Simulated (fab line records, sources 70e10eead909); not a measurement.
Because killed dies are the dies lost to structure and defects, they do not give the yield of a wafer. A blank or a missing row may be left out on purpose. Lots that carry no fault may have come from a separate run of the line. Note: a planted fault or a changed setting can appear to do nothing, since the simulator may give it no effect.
Which tool did it? -- flow nandHarc -- Sampling: 11 lots, 33 wafers, 2 of 1302 route steps

== WHAT EACH GAUGE READ, for each wafer ==
NHARC_P_ZERO_WELL_CD_MEAS_11: the cd target is 500 nm. Usual: cdNm 500.1 nm, standard deviation 1.7.
lot,measured,on,cdNm (nm),flag
L123,day 1 21:14,cdSem-01,502.8 502.4 501.2,
L127,day 3 13:15,cdSem-03,511.9 510.5 512.1,OFF
L130,day 4 19:07,cdSem-03,511.2 511.6 508.9,OFF
L136,day 7 07:15,cdSem-03,501.6 499.6 502.3,
L139,day 8 13:14,cdSem-02,499.2 502.8 499.5,
L140,day 8 23:07,cdSem-01,500.3 500.6 500.1,
L141,day 9 09:14,cdSem-01,500.9 501.8 500.6,
L142,day 9 19:14,cdSem-02,499.7 499.8 500.3,
L143,day 10 05:14,cdSem-02,501.1 499.8 502.5,
L144,day 10 15:07,cdSem-02,501.4 498.0 499.1,
L145,day 11 01:14,cdSem-03,499.0 500.8 498.8,

== WHAT TOOL EACH LOT RAN ON (gives the tool, then ch and the chambers of the sampled wafers, and finally the start) ==
lot,NHARC_P_ZERO_WELL_PEB_09
L123,"lithoTrack-02 ch 0, day 1 21:09"
L127,"lithoTrack-02 ch 0, day 3 13:10"
L130,"lithoTrack-02 ch 0, day 4 19:01"
L136,"lithoTrack-02 ch 0, day 7 07:10"
L139,"lithoTrack-05 ch 0, day 8 13:10"
L140,"lithoTrack-02 ch 0, day 8 23:02"
L141,"lithoTrack-05 ch 0, day 9 09:10"
L142,"lithoTrack-02 ch 0, day 9 19:10"
L143,"lithoTrack-05 ch 0, day 10 05:10"
L144,"lithoTrack-07 ch 0, day 10 15:01"
L145,"lithoTrack-05 ch 0, day 11 01:09"
- NHARC_P_ZERO_WELL_PEB_09: peb time 80 s.

== AS READ BY THE TOOLS THEMSELVES (means over the sampled wafers that have a number; for cases with no such wafer, the mark the record gives instead) ==
The record holds no such reading with a usual standard deviation.

== THE ANSWER, worked out from the rows above alone ==
Rule: lot off if the mean of its wafers having a number is beyond 3 standard deviations from the usual mean. Also off: a lot with no number at a reading for which 4 or more lots have one. Where the step has rows for the other lots, those lots are counted as sound. Order of review: gauges by route order, followed by the tools' own readings, for which a lot's mean as printed above is used. The first step at which some lot is off is used, and at that step the reading that is off furthest; a lot without a number counts as furthest.
Off: L127, L130 (NHARC_P_ZERO_WELL_CD_MEAS_11, cdNm).
If a tool, at a process step before that reading, ran all the lots that are off and no sound lot after the first of them, it fits. The gauges at NHARC_P_ZERO_WELL_CD_MEAS_11 are tried like those tools. None of those tried fits.

== WHAT THE SIMULATOR HAD INSERTED ==
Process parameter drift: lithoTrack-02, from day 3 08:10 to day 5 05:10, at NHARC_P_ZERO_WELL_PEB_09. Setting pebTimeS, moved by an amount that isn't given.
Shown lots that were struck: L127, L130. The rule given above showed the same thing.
